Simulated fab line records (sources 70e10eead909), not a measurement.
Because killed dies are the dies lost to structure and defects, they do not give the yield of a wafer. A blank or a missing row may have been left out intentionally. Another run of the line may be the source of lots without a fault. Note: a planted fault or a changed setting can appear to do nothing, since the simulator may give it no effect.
Matching of chambers || flow nand_harc || cmp-04 running NHARC_P_BONDPAD_CMP_32: 4 sister chambers
The step polishes SiCN, target thk 200 nm. 14 wafers are shown with their chamber, then 7 later ones without.

== WAFERS, EACH WITH ITS CHAMBER ==
{"wafer": "L074.1", "chamber": 2, "motor_current_A (A)": 14.8, "retaining_ring_pressure_frac": 0.994}
{"wafer": "L074.4", "chamber": 1, "motor_current_A (A)": 10.6, "retaining_ring_pressure_frac": 0.998}
{"wafer": "L074.5", "chamber": 2, "motor_current_A (A)": 14.6, "retaining_ring_pressure_frac": 0.997}
{"wafer": "L076.1", "chamber": 1, "motor_current_A (A)": 11.0, "retaining_ring_pressure_frac": 1.002}
{"wafer": "L076.3", "chamber": 3, "motor_current_A (A)": 10.3, "retaining_ring_pressure_frac": 0.993}
{"wafer": "L076.5", "chamber": 0, "motor_current_A (A)": 10.5, "retaining_ring_pressure_frac": 1.003}
{"wafer": "L078.2", "chamber": 0, "motor_current_A (A)": 10.9, "retaining_ring_pressure_frac": 1.002}
{"wafer": "L078.3", "chamber": 2, "motor_current_A (A)": 13.8, "retaining_ring_pressure_frac": 0.996}
{"wafer": "L078.4", "chamber": 1, "motor_current_A (A)": 11.1, "retaining_ring_pressure_frac": 1.001}
{"wafer": "L081.2", "chamber": 2, "motor_current_A (A)": 13.7, "retaining_ring_pressure_frac": 1.003}
{"wafer": "L081.3", "chamber": 3, "motor_current_A (A)": 9.8, "retaining_ring_pressure_frac": 0.995}
{"wafer": "L081.6", "chamber": 0, "motor_current_A (A)": 11.3, "retaining_ring_pressure_frac": 0.996}
{"wafer": "L088.2", "chamber": 3, "motor_current_A (A)": 10.8, "retaining_ring_pressure_frac": 0.998}
{"wafer": "L088.3", "chamber": 1, "motor_current_A (A)": 11.6, "retaining_ring_pressure_frac": 1.002}

SIGNATURES, as means of the wafers listed above
{"reading": "motor_current_A", "chamber 0": 10.900, "chamber 1": 11.075, "chamber 2": 14.225, "chamber 3": 10.300, "scatter within a chamber": 0.475}
{"reading": "retaining_ring_pressure_frac", "chamber 0": 1.00033, "chamber 1": 1.00075, "chamber 2": 0.99750, "chamber 3": 0.99533, "scatter within a chamber": 0.00312}
Rule: for each reading, subtract the chamber's mean from the wafer's reading, divide by that reading's scatter and square the result; add these up over the readings and take the root, which gives the wafer's distance from the chamber. If the next closest chamber is less than 2 further off than the closest, the wafer can't be placed; otherwise it belongs to the closest. The scatter: take each reading less its chamber's mean, square it, sum over the shown wafers, divide by the number of wafers less the number of chambers, and take the root.

== WAFERS WITH NO CHAMBER GIVEN ==
{"wafer": "L088.5", "motor_current_A (A)": 14.6, "retaining_ring_pressure_frac": 0.998}
{"wafer": "L089.2", "motor_current_A (A)": 10.5, "retaining_ring_pressure_frac": 0.996}
{"wafer": "L089.3", "motor_current_A (A)": 11.5, "retaining_ring_pressure_frac": 0.989}
{"wafer": "L089.4", "motor_current_A (A)": 13.9, "retaining_ring_pressure_frac": 1.006}
{"wafer": "L091.2", "motor_current_A (A)": 10.3, "retaining_ring_pressure_frac": 0.997}
{"wafer": "L091.3", "motor_current_A (A)": 11.7, "retaining_ring_pressure_frac": 1.005}
{"wafer": "L091.6", "motor_current_A (A)": 14.6, "retaining_ring_pressure_frac": 1.007}

== THE CHAMBER EACH PASSED THROUGH ==
{"wafer": "L088.5", "from the rows above": 2, "in truth": 2}
{"wafer": "L089.2", "from the rows above": "can't be placed: 3 or 0 or 1", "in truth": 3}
{"wafer": "L089.3", "from the rows above": "can't be placed: 3 or 0 or 1", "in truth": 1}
{"wafer": "L089.4", "from the rows above": 2, "in truth": 2}
{"wafer": "L091.2", "from the rows above": "can't be placed: 3 or 0 or 1", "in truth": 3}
{"wafer": "L091.3", "from the rows above": "can't be placed: 1 or 0", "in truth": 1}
{"wafer": "L091.6", "from the rows above": 2, "in truth": 2}
3 of 7 placed correctly. Cannot be placed on the basis of these rows: 4; the candidates contain the true chamber in 4. 0 placed wrongly.
